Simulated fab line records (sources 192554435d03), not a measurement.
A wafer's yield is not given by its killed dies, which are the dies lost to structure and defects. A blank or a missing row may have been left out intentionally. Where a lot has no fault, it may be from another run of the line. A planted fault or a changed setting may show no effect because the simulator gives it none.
Problem report, 8D (eight disciplines) form, completed by code || flow n5Finfet || the parts of the form that need people (team, actions taken, sign-off) are left out

== 1. THE ISSUE ==
killedAtOther at N5_PASSIVATION_PROBE_49 reads a mean of 97 on 5 wafers of 2 lots; wafers without a fault read 4 with a standard deviation of 3.3. Relative to the usual mean, that is a shift of +28 standard deviations.
The first sign was on wafer L710.3 at day 16 16:23, on prober-02. At this step, 5 wafers from 2 lots have a number in the record. Rule for "out", or "out of limits": more than 4 standard deviations from the usual mean. All remaining wafers that have a number are taken as sound.

== 2. WHAT IT IS; WHAT IT IS NOT ==
{"question": "which readings at this step", "is": "killedAtOther", "is not": "killed_at_M0_to_M3, killedAtFrontEnd, killedOpen, killedShort"}
{"question": "which lots", "is": "L710, L714", "is not": "-"}
{"question": "which wafers of those lots", "is": "all that have a number", "is not": "-"}
{"question": "read on which tools", "is": "prober-02", "is not": "-"}
{"question": "when", "is": "from day 16 16:23", "is not": "up to then (0 sound wafers)"}

== 3. THE SUSPECTS, EACH WITH WHAT RULES IT OUT ==
Counting: a tool at any process step up to the reading remains a suspect when it ran all the lots that are out and ran no sound lot after the first of those.
- rieDiel-04 at N5_PASSIVATION_VIA_ETCH_13 (etches SiO2 in CHF3/O2, target depth 660 nm, time 330 s): kept. It ran every lot that is out, first L710 (day 16 08:20), and no sound lot after that.
- rieDiel-04 at N5_PASSIVATION_STRIP_14 (strips in O2): kept. It ran every lot that is out, first L710 (day 16 08:32), and no sound lot after that.
- prober-02 at N5_PASSIVATION_PROBE_49: kept. It ran every lot that is out, first L710 (day 16 16:23), and no sound lot after that. Its own readings are out on those wafers: killedAtOther.
After the count, these remain: rieDiel-04 at N5_PASSIVATION_VIA_ETCH_13, rieDiel-04 at N5_PASSIVATION_STRIP_14 and prober-02 at N5_PASSIVATION_PROBE_49.

== 4. THE CAUSE (what the simulator had put in) ==
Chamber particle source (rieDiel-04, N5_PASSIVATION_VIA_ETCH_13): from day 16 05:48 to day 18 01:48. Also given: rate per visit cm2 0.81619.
After counting, 3 suspects remain, this tool included.

== 5. THE CHAIN OF EFFECTS, in route order ==
One row per reading whose mean, taken over the struck wafers that have a number, lies over 3 standard deviations from the usual. Readings are gone through only where the record gives a usual standard deviation; hours: the median, over the lots, of the time from a lot's start at the first step in this table giving one to that lot's start at this step; sigmas: the change measured in usual standard deviations.
{"hours": 0, "step": "N5_PASSIVATION_PROBE_49", "reading": "defectLimitedYield", "usual": "91.3 %", "on struck wafers": 83.5, "change": -7.8, "sigmas": -5.2}
{"hours": 0, "step": "N5_PASSIVATION_PROBE_49", "reading": "killedAtOther", "usual": 4, "on struck wafers": 97, "change": "+93", "sigmas": "+28"}
{"hours": 0, "step": "N5_PASSIVATION_PROBE_49", "reading": "killedDies", "usual": 102, "on struck wafers": 195, "change": "+93", "sigmas": "+5.2"}
{"hours": 0, "step": "N5_PASSIVATION_PROBE_49", "reading": "sort_bin_5_function", "usual": "5.1 %", "on struck wafers": 10.7, "change": "+5.6", "sigmas": "+5.6"}
{"hours": 0, "step": "N5_PASSIVATION_PROBE_49", "reading": "sortNPass", "usual": 1077, "on struck wafers": 985, "change": -92, "sigmas": -4.9}
{"hours": 0, "step": "N5_PASSIVATION_PROBE_49", "reading": "sortYieldPct", "usual": "91.3 %", "on struck wafers": 83.5, "change": -7.8, "sigmas": -4.9}
It contains these process steps:
- N5_PASSIVATION_PROBE_49

== 6. HOW IT WOULD HAVE BEEN CAUGHT EARLIER ==
First out-of-limits reading in this record: day 16 16:23, which is 11 hours after fault onset at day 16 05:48.
An alarm limit of 4 standard deviations would not have fired on the tool readings at N5_PASSIVATION_VIA_ETCH_13 for which the record gives a usual standard deviation, since none of them was out on any struck wafer.
Among the 2 lots that are out, L714 began N5_PASSIVATION_VIA_ETCH_13 on rieDiel-04 after day 16 16:23. A hold on the tool at that time would have spared it.
